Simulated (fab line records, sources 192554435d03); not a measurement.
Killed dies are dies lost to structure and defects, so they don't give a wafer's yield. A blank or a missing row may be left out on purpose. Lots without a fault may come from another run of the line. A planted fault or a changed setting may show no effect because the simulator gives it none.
Chamber matching | flow n5_finfet | N5_MOL_CONTACT_COAG_CO_FILL_22 on cvd_co-02: 3 sister chambers
The step material Co, precursor CCTBA/H2, target thk 20 nm. 3 wafers are shown with their chamber, then 7 later ones without.

WAFERS WITH THEIR CHAMBER
wafer  | chamber | heater_power_outer_w (W)
L740.6 | 2       | 121
L741.6 | 1       | 125
L743.3 | 0       | 132

WAFERS WITHOUT THEIR CHAMBER
wafer  | heater_power_outer_w (W)
L743.4 | 136
L743.6 | 118
L744.2 | 134
L744.3 | 122
L744.6 | 120
L753.1 | 135
L753.6 | 135

WHICH CHAMBER EACH WENT THROUGH
wafer  | from the rows above     | in truth
L743.4 | 0                       | 0
L743.6 | can't be placed: 2 or 1 | 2
L744.2 | 0                       | 0
L744.3 | can't be placed: 2 or 1 | 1
L744.6 | can't be placed: 2 or 1 | 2
L753.1 | 0                       | 0
L753.6 | 0                       | 0
Placed correctly: 4 of 7. Can't be placed from these rows: 3 (the true chamber is among the candidates in 3). Placed wrongly: 0.
How it was worked out, from the rows above alone: a wafer's distance from a chamber is the root of the sum, over the readings, of the square of ((its reading less the chamber's mean) divided by the reading's scatter). The wafer belongs to the nearest chamber; if the next one is less than 2 further off, it can't be placed. A chamber's mean is the mean of its shown wafers. The scatter: with one shown wafer a chamber, the root of the mean of the squares of how far each hidden wafer lies from its nearest shown one.
